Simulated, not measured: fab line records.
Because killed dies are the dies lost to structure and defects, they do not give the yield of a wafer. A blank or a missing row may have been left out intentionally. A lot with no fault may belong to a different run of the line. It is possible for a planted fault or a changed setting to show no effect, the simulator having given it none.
fab line records	flow nand_harc
record: lots: 5	wafers: 15	last_day: 32
route steps=1302 shown P_ZERO_WELL@61 P_STI@69 END@1302
lots that met no fault: from a run of the same line without faults
start_h: hours from the record's opening day to when the first of the lot's shown wafers began	wait_h: hours from the lot's prior step to this one	" repeats the value in the row above	L1.1+2: a row that stands for several wafers	- no value present, or no start provided	* or withheld: withheld	< > ~ a bound
route shown NAME@n: a module of which the file shows steps, and the number in the route of the first	usual: mean/standard deviation of fault-free wafers	same: alike in all rows	chamber/n: place in a boat	sites: each site's reading	_std_site: how widely they spread, as a standard deviation	_edge_site: outer sites' mean less inner sites'	radius_mm: for every site, how far away it sits from the centre of the wafer	mask NAME#n: copy n	behind: tool/chamber where the wafer was last shaped	hold: why the lot went on hold/how many hours it stayed there/how the hold came to an end	device: the transistor (n, p or np) that didn't switch	end of line: the tests these same wafers got at the end of their route	a step without rows: its recipe alone	killed: dies lost to structure and defects at the first sort, not the wafer's yield	map: shows each die of a wafer: x if killed, . if not, _ if none is there
set.NAME: the setting that was run; set.NAME@STEP: the one run at that earlier step	model.NAME: the simulator's own value behind a step, which no gauge read
a table for each step, a row for each wafer; lots at some steps of the route
services: from which hour (start_h, from the record's first day; less than 0 if before it) a tool's chamber was out of use, for how many hours, and why
== steps ==
step: NHARC_P_ZERO_WELL_DESCUM_54
recipe: time_s: 3	o2_flow_sccm: 200	ar_flow_sccm: 0	bias_power_w: 0	chemistry: O2
usual: drypump_motor_current_A: 5.80/0.25	oes_product_au: 1.001/0.013	rf_vpp_V: 57.8/0.8	showerhead_plenum_p_Torr: 1.94/0.062	throttle_valve_pct: 11.311/0.0092
lot.wafer	tool	chamber	start_h	wait_h	drypump_motor_current_A	oes_product_au	rf_hours_counter_h	rf_vpp_V	showerhead_plenum_p_Torr	throttle_valve_pct
L513.3	rie_diel-04	3	105.92	-	5.55	1.011	28	58.2	1.91	11.312
L513.1	"	1	"	"	5.61	0.996	28	58.8	1.99	11.307
L513.5	"	2	"	"	6.26	1.015	-	58.1	2.05	11.311
L517.3	rie_diel-12	1	145.93	-	5.81	0.996	15	57.7	1.94	11.321
L517.2	"	3	"	"	5.60	0.971	15	57.7	1.84	11.325
L517.4	"	0	"	"	5.84	1.001	15	58.3	1.87	11.331
L519.1	rie_diel-04	0	166.07	-	5.89	1.017	45	57.0	1.94	11.322
L519.2	"	1	"	"	5.58	0.996	49	59.0	1.98	11.315
L519.5	"	3	"	"	5.52	1.006	-	56.4	1.91	11.313
L526.4	rie_diel-04	1	236.57	-	5.57	1.000	17	56.8	1.98	11.323
L526.1	"	3	"	"	5.56	1.009	16	57.7	1.90	11.327
L526.5	"	0	"	"	5.91	0.996	-	57.2	1.94	11.310
L527.3	rie_diel-05	1	246.11	-	6.06	1.020	2	57.7	1.81	11.315
L527.6	"	2	"	"	6.09	0.996	-	56.5	1.91	11.308
L527.5	"	3	"	"	5.80	0.995	-	56.9	1.86	11.323
step: NHARC_P_ZERO_WELL_IMPLANT_55
recipe: energy_kev: 180	dose_cm2: 8e+11	tilt_deg: 7
step: NHARC_P_ZERO_WELL_IMPLANT_61
recipe: energy_kev: 30	dose_cm2: 5e+11	tilt_deg: 7
step: NHARC_P_ZERO_WELL_STRIP_56
recipe: time_s: 840	temp_c: 130	chemistry: SPM
step: NHARC_P_ZERO_WELL_PRECLEAN_68
recipe: time_s: 60	temp_c: 50	bath_age_min: 0	chemistry: SC1
step: NHARC_P_ZERO_WELL_SRD_69
step: NHARC_P_ZERO_WELL_RTA_42
recipe: temp_c: 1100	time_s: 300
usual: lamp_power_pct: 39/4	lamp_zone_7_pct: 39/4	wafer_temp_C_max: 1104.6/1.1
lot.wafer	tool	chamber	start_h	wait_h	lamp_power_pct	lamp_zone_7_pct	wafer_temp_C_max
L513.1	rtp_anneal-01	0	106.88	-	35	35	1104.7
L513.3	"	0	"	"	35	35	1105.4
L513.5	"	0	"	"	35	35	1105.9
L517.2	rtp_anneal-02	0	147.02	-	43	43	1103.7
L517.3	"	0	"	"	43	43	1105.5
L517.4	"	0	"	"	43	43	1104.5
L519.1	rtp_anneal-02	0	167.04	-	43	43	1104.2
L519.2	"	0	"	"	43	43	1104.4
L519.5	"	0	"	"	43	43	1103.4
L526.1	rtp_anneal-02	0	237.54	-	43	43	1102.7
L526.4	"	0	"	"	43	43	1104.3
L526.5	"	0	"	"	43	43	1102.6
L527.3	rtp_anneal-02	0	247.35	-	43	43	1102.6
L527.5	"	0	"	"	43	43	1103.4
L527.6	"	0	"	"	43	43	1103.2
step: NHARC_P_ZERO_WELL_INSPECT_43
usual: raw_defect_count: 13/5.4
lot.wafer	tool	chamber	start_h	wait_h	raw_defect_count
L513.1	defect_inspect-02	-	107.55	0.6	20
L513.3	"	-	"	"	10
L513.5	"	-	"	"	13
L517.2	defect_inspect-02	-	147.61	0.5	9
L517.3	"	-	"	"	4
L517.4	"	-	"	"	9
L519.1	defect_inspect-02	-	167.71	0.6	9
L519.2	"	-	"	"	11
L519.5	"	-	"	"	11
L526.1	defect_inspect-01	-	238.20	0.6	16
L526.4	"	-	"	"	12
L526.5	"	-	"	"	16
L527.3	defect_inspect-02	-	247.84	0.4	14
L527.5	"	-	"	"	11
L527.6	"	-	"	"	21
step: NHARC_P_STI_ETCH_26
recipe: target_depth_a: 110	chemistry: dHF	material: SiO2
step: NHARC_P_STI_PRECLEAN_27
recipe: time_s: *	temp_c: 50	bath_age_min: 0	chemistry: SC1
step: NHARC_P_STI_SRD_28
step: NHARC_P_STI_OXIDE_29
recipe: target_thk_a: 100	temp_c: 900	ox_time_s: 1362	material: SiO2
step: NHARC_P_STI_HM_DEP_30
recipe: target_thk_a: 800	temp_c: 790	pressure_mtorr: 300	time_s: 873	material: Si3N4
usual: susceptor_temp_C: 790.1/0.32
lot.wafer	tool	chamber	start_h	wait_h	susceptor_temp_C
L513.1	lpcvd-02	0	119.26	3.5	790.5
L513.3	"	0	"	"	789.6
L513.5	"	0	"	"	790.6
L517.2	lpcvd-02	0	158.13	3.5	790.5
L517.3	"	0	"	"	790.5
L517.4	"	0	"	"	789.8
L519.1	lpcvd-01	0	179.10	3.5	789.9
L519.2	"	0	"	"	790.1
L519.5	"	0	"	"	789.8
L526.1	lpcvd-01	1	252.60	3.5	790.2
L526.4	"	1	"	"	789.7
L526.5	"	1	"	"	790.1
L527.3	lpcvd-01	1	264.71	3.5	789.8
L527.5	"	1	"	"	789.7
L527.6	"	1	"	"	789.5
step: NHARC_P_STI_DEHYDRATE_01
recipe: temp_c: 150	time_s: 120
step: NHARC_P_STI_HMDS_02
recipe: time_s: 30
step: NHARC_P_STI_COAT_41
recipe: temp_c: 200	time_s: 65
step: NHARC_P_STI_COAT_03
recipe: spin_rpm: 2000	resist_thk_nm: 600
step: NHARC_P_STI_SOFTBAKE_04
recipe: temp_c: 125	time_s: 70
step: NHARC_P_STI_EBR_05
step: NHARC_P_STI_EXPOSE_06
recipe: na: 0.55	target_cd_nm: 200	dose_mj: 37.69	mask_id: P_STI
step: NHARC_P_STI_PEB_07
recipe: peb_temp_c: 128	peb_time_s: 80
step: NHARC_P_STI_DEVELOP_08
recipe: time_s: 50	dev_temp_c: 22
step: NHARC_P_STI_CD_MEAS_09
recipe: target_cd_nm: 200	landing_energy_ev: 500
usual: cd_nm: 200/3.5
lot.wafer	tool	chamber	start_h	wait_h	cd_nm
L513.1	cd_sem-02	0	124.89	-	204
L513.3	"	0	"	"	201
L513.5	"	0	"	"	209
L517.2	cd_sem-03	0	163.89	-	195
L517.3	"	0	"	"	202
L517.4	"	0	"	"	201
L519.1	cd_sem-03	0	183.20	-	199
L519.2	"	0	"	"	198
L519.5	"	0	"	"	204
L526.1	cd_sem-03	0	256.55	-	202
L526.4	"	0	"	"	203
L526.5	"	0	"	"	207
L527.3	cd_sem-01	0	268.73	-	198
L527.5	"	0	"	"	200
L527.6	"	0	"	"	196
step: NHARC_P_STI_OVL_MEAS_10
usual: overlay_x_nm: 1/4.3	overlay_y_nm: -1/5
lot.wafer	tool	chamber	start_h	wait_h	overlay_x_nm	overlay_y_nm
L513.1	overlay-01	-	124.98	-	0	-2
L513.3	"	-	"	"	0	-2
L513.5	"	-	"	"	0	-2
L517.2	overlay-01	-	163.97	-	5	-3
L517.3	"	-	"	"	5	-3
L517.4	"	-	"	"	5	-3
L519.1	overlay-01	-	183.29	-	-9	3
L519.2	"	-	"	"	-10	3
L519.5	"	-	"	"	-10	3
L526.1	overlay-01	-	256.64	-	0	-2
L526.4	"	-	"	"	0	-1
L526.5	"	-	"	"	1	-2
L527.3	overlay-01	-	268.81	-	4	9
L527.5	"	-	"	"	4	8
L527.6	"	-	"	"	4	8
step: NHARC_P_STI_INSPECT_11
usual: raw_defect_count: 5.2/2.7
lot.wafer	tool	chamber	start_h	wait_h	raw_defect_count
L513.1	defect_inspect-02	-	125.02	0.0	6
L513.3	"	-	"	"	2
L513.5	"	-	"	"	7
L517.2	defect_inspect-01	-	164.01	0.0	3
L517.3	"	-	"	"	5
L517.4	"	-	"	"	6
L519.1	defect_inspect-01	-	183.33	0.0	26
L519.2	"	-	"	"	19
L519.5	"	-	"	"	30
L526.1	defect_inspect-02	-	256.68	0.0	8
L526.4	"	-	"	"	9
L526.5	"	-	"	"	3
L527.3	defect_inspect-01	-	268.85	0.0	8
L527.5	"	-	"	"	5
L527.6	"	-	"	"	4
step: NHARC_P_STI_HARDBAKE_13
recipe: temp_c: 118	time_s: 65
step: NHARC_END_SORT_01
recipe: temp_c: 25
usual: killed_at_array: 52/19	killed_at_other: 1.0/1.2	killed_at_periphery: 4.1/2.8	killed_dies: 57/19	killed_open: 3.1/1.7	killed_short: 2.5/1.5
same: gross_dies: 677
lot.wafer	tool	chamber	start_h	wait_h	killed_at_array	killed_at_other	killed_at_periphery	killed_dies	killed_open	killed_short
L513.1	prober-01	0	642.99	2.5	34	0	11	45	3	6
L513.3	prober-01	0	644.59	3.1	30	0	7	37	2	1
L513.5	prober-01	0	646.20	3.7	35	0	10	45	8	2
L519.1	prober-01	0	693.63	2.5	33	1	17	51	1	3
L519.2	prober-01	0	694.44	2.8	49	0	13	62	1	2
L519.5	prober-01	0	696.87	3.7	47	0	15	62	4	1
L527.3	prober-02	0	772.87	3.1	63	1	8	72	3	3
L527.5	prober-02	0	774.51	3.8	37	4	6	47	2	5
L527.6	prober-02	0	775.33	4.1	56	1	6	63	4	2
killed by level:class
L513.1 A_CHANNEL_HOLE_D2:chamber_film_flake=8 A_CONTACT:chamber_film_flake=7 P_GATE:chamber_film_flake=5 A_CHANNEL_HOLE_D1:chamber_film_flake=4 A_CHANNEL_FILL_D2:chamber_film_flake=3 P_M0:geometric_particle:short=2 A_SGD_CUT:chamber_film_flake=2 P_M0:geometric_particle:open=1
L513.3 A_CHANNEL_HOLE_D2:chamber_film_flake=13 A_CONTACT:chamber_film_flake=7 P_GATE:chamber_film_flake=5 P_M0:chamber_film_flake=2 A_CHANNEL_FILL_D2:chamber_film_flake=2 A_CHANNEL_FILL_D1:geometric_particle:open=1 A_DECK1_JOINT:geometric_particle:short=1 A_ONON_D2:geometric_particle:open=1
L513.5 A_CHANNEL_HOLE_D2:chamber_film_flake=15 A_CONTACT:chamber_film_flake=6 P_GATE:chamber_film_flake=4 A_CHANNEL_HOLE_D1:chamber_film_flake=4 P_M0:geometric_particle:short=2 A_ONON_D2:geometric_particle:open=2 A_M0:geometric_particle:open=2 P_ZERO_WELL:chamber_film_flake=2
L519.1 P_STI:unspecified=15 A_CHANNEL_HOLE_D1:chamber_film_flake=14 A_CONTACT:chamber_film_flake=8 A_WL_FILL:chamber_film_flake=4 A_SLIT:chamber_film_flake=3 P_STI:geometric_particle:short=1 A_CHANNEL_FILL_D1:geometric_particle:short=1 A_CHANNEL_HOLE_D2:geometric_particle:short=1
L519.2 A_CHANNEL_HOLE_D1:chamber_film_flake=33 P_STI:unspecified=12 A_CHANNEL_HOLE_D2:chamber_film_flake=5 A_WL_FILL:chamber_film_flake=4 A_SLIT:chamber_film_flake=2 A_CONTACT:chamber_film_flake=2 P_GATE:geometric_particle:open=1 A_DECK1_JOINT:geometric_particle:short=1
L519.5 A_CHANNEL_HOLE_D1:chamber_film_flake=33 P_STI:unspecified=12 A_CHANNEL_HOLE_D2:chamber_film_flake=3 A_WL_FILL:chamber_film_flake=2 A_STAIRCASE:chamber_film_flake=2 A_CONTACT:chamber_film_flake=2 P_GATE:geometric_particle:open=1 P_M0:geometric_particle:open=1
L527.3 A_CHANNEL_HOLE_D2:chamber_film_flake=32 A_SLIT:chamber_film_flake=13 A_CONTACT:chamber_film_flake=6 P_ZERO_WELL:chamber_film_flake=4 A_STAIRCASE:chamber_film_flake=3 A_ONON_D1:geometric_particle:short=2 P_M2:chamber_film_flake=2 P_GATE:geometric_particle:open=1
L527.5 A_CONTACT:chamber_film_flake=10 A_SLIT:chamber_film_flake=10 A_CHANNEL_HOLE_D2:chamber_film_flake=6 THIN_TSV:chamber_film_flake=4 P_M2:chamber_film_flake=3 A_STAIRCASE:chamber_film_flake=3 P_ZERO_WELL:chamber_film_flake=2 P_GATE:geometric_particle:open=1
L527.6 A_SLIT:chamber_film_flake=21 A_CHANNEL_HOLE_D2:chamber_film_flake=20 A_STAIRCASE:chamber_film_flake=4 A_CONTACT:chamber_film_flake=4 P_M2:chamber_film_flake=3 P_ZERO_WELL:chamber_film_flake=2 P_GATE:geometric_particle:short=1 A_CHANNEL_FILL_D1:geometric_particle:open=1
map L519.2 (x killed, . not)
____________.____________
_________......._________
_______...x......._______
______.............______
_____..............._____
____..............xx.____
____...............x.____
___.............x..x..___
___.................x.___
__.....x........x...x..__
__.....................__
_......................._
_......................._
_......................._
_...........x..........._
_...........x..........._
.x........x..x...........
.x..........x............
x...x....xxxxxxx.........
xx........xxxxx.x........
x..xx.....x.x............
_xx.......x.xx.........._
_.x.....x..xx.x........._
_.............x........._
_..........xx....x......_
_........x.xxxx........._
__.......x......x......__
__.....................__
___...................___
___...................___
____.......x.........____
____.................____
_____..............._____
______.............______
_______........x.._______
_________......._________
____________.____________
map L526.4 (x killed, . not)
____________.____________
_________......._________
_______..........._______
______.............______
_____..............._____
____.................____
____.................____
___................x..___
___...................___
__...x.....x.........x.__
__..xxx................__
_....x.x..........x....._
_......x......x......xx._
_..x.xx.............x..x_
_....xxxxx............x._
_....x.xx..............._
.....x.xx..............xx
...x...xx.x..............
........x..x...........x.
........x...x............
.........................
_......................._
_......................._
_......................._
_...x............x......_
_......................._
__.....................__
__............xx.......__
___...................___
___............x......___
____.................____
____....x............____
_____........x......_____
______x............______
_______..........._______
_________..x...._________
____________.____________
== services ==
tool	chamber	start_h	hours	kind
rie_diel-04	0	83.40	-	clean
rie_diel-04	1	83.40	-	clean
rie_diel-04	2	83.40	-	clean
rie_diel-04	3	83.40	-	clean
rie_diel-12	-	91.75	9.0	pm
rie_diel-04	0	107.90	-	clean
rie_diel-04	1	107.90	-	clean
rie_diel-04	2	107.90	-	clean
rie_diel-04	3	107.90	-	clean
rie_diel-04	-	110.16	0.6	repair
rie_diel-04	0	132.40	-	clean
rie_diel-04	1	132.40	-	clean
rie_diel-04	2	132.40	-	clean
rie_diel-04	3	132.40	-	clean
rie_diel-04	0	156.96	-	clean
rie_diel-12	3	169.33	4.7	repair
rie_diel-04	-	177.90	9.0	pm
lpcvd-01	-	219.70	0.2	repair
rie_diel-12	1	219.81	2.7	repair
rie_diel-05	-	229.62	9.0	pm
rie_diel-12	1	247.46	7.9	repair
rie_diel-04	0	255.46	68.1	repair
rie_diel-04	1	261.61	7.5	repair
rie_diel-12	3	262.30	14.8	repair
== key ==
first_sign: step: NHARC_P_STI_INSPECT_11	reading: raw_defect_count	direction: up	sigmas: 7.4	usual: 5.2	struck: 25
effect: step: NHARC_END_SORT_01	reading: killed_at_periphery	direction: up	sigmas: 3.8	usual: 4.1	struck: 15
met_at NHARC_P_STI_HM_DEP_30
struck_wafers L519.1,L519.2,L519.5
tester_left_out L519
fault: kind: chamber_particle_source	tool: lpcvd-01	chamber: 0	onset_h: 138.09	steps: NHARC_P_STI_HM_DEP_30	rate_per_visit_cm2: 0.026855	end_h: 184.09
tester_left_out: of these lots the tester's yield and bins aren't shown, on N5 and GAA mostly nor the transistor test; their killed dies are dies lost to structure and defects alone, not to doping, threshold or leakage, so they don't give the yield
